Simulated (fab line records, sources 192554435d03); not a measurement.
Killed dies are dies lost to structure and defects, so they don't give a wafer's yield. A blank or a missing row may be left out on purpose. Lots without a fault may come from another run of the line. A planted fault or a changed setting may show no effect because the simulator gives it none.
One fault seen from 3 desks | flow n5_finfet | each desk has only its own numbers; what lay behind them comes last

THE DEFECT DESK
What the inspections along the route counted, lot by lot: means of the sampled wafers that have a number. A lot is out of limits, marked OUT, if its mean lies more than 4 standard deviations from the usual mean; the brackets give that distance.
Columns: A = raw_defect_count at N5_FIN_SAQP_INSPECT_18, usual 446
lot  | first seen here | A
L496 | day 3 21:14     | 300
L497 | day 4 03:34     | 564
L499 | day 4 15:44     | 567
L502 | day 5 09:44     | 378
L505 | day 6 03:40     | 298
L511 | day 7 15:21     | 469
This desk's finding: nothing out of limits on any of the 6 lots.

THE TOOL OWNER'S DESK: rie_diel-05
The tool's own readings at N5_FIN_SAQP_ETCH_52 (etches SOC in N2/H2, target depth 100 nm, overetch 20 nm, time 150 s): means of the sampled wafers that have a number, for each lot that ran on this tool. A lot is out of limits, marked OUT, if its mean lies more than 4 standard deviations from the usual mean; the brackets give that distance.
Columns: A = drypump_motor_current_A at N5_FIN_SAQP_ETCH_52, usual 5.8 A; B = oes_product_au at N5_FIN_SAQP_ETCH_52, usual 0.71 a.u.; C = rf_vpp_V at N5_FIN_SAQP_ETCH_52, usual 524.6 V; D = showerhead_plenum_p_Torr at N5_FIN_SAQP_ETCH_52, usual 2.57 Torr; E = throttle_valve_pct at N5_FIN_SAQP_ETCH_52, usual 17.82 %
lot  | first seen here | A   | B    | C     | D    | E
L496 | day 3 21:36     | 5.7 | 0.77 | 522.1 | 2.50 | 17.88
L497 | day 4 03:43     | 5.9 | 0.70 | 523.9 | 2.55 | 18.04
L499 | day 4 15:52     | 6.3 | 0.70 | 525.2 | 2.60 | 18.08
L505 | day 6 03:48     | 6.0 | 0.76 | 523.5 | 2.54 | 17.93
This desk's finding: nothing out of limits on any of the 4 lots.

THE METROLOGY DESK
What the gauges read, lot by lot, whatever tool the lot ran on: means of the sampled wafers that have a number. A lot is out of limits, marked OUT, if its mean lies more than 4 standard deviations from the usual mean; the brackets give that distance. Of its 12 readings 7 are shown: those that lie furthest out on some lot.
Columns: A = cd_nm at N5_FIN_SAQP_CD_MEAS_16, usual 35.6 nm; B = FIN_CORE_OVL at N5_FIN_SAQP_OVL_MEAS_17, usual -0.9 nm; C = DIBL_P at N5_BEOL_M4_RC_MEAS_101, usual 36.5 mV/V; D = IOFF_N at N5_BEOL_M4_RC_MEAS_101, usual 0.158 nA/um; E = IOFF_P at N5_BEOL_M4_RC_MEAS_101, usual 0.21 nA/um; F = VT_N at N5_BEOL_M4_RC_MEAS_101, usual 250.4 mV; G = VT_P at N5_BEOL_M4_RC_MEAS_101, usual -250 mV
lot  | first seen here | A    | B    | C    | D     | E    | F     | G
L496 | day 3 21:11     | 35.2 | -1.0 | 34.4 | 0.135 | 0.16 | 252.1 | -257
L497 | day 4 03:30     | 35.7 | 0.3  | 37.1 | 0.165 | 0.21 | 250.0 | -250
L499 | day 4 15:40     | 35.2 | -0.3 | 37.4 | 0.179 | 0.22 | 246.6 | -248
L502 | day 5 09:40     | 35.1 | -0.0 | 40.0 | 0.209 | 0.30 | 245.7 | -245
L505 | day 6 03:37     | 35.5 | -1.2 | 36.0 | 0.141 | 0.19 | 251.6 | -253
L511 | day 7 15:17     | 35.4 | -1.4 | 38.1 | 0.186 | 0.27 | 249.4 | -246
This desk's finding: nothing out of limits on any of the 6 lots.

PUT TOGETHER
The defect desk saw nothing out of limits.
The tool owner's desk saw nothing out of limits.
The metrology desk saw nothing out of limits.

WHAT THE SIMULATOR HAD PUT IN
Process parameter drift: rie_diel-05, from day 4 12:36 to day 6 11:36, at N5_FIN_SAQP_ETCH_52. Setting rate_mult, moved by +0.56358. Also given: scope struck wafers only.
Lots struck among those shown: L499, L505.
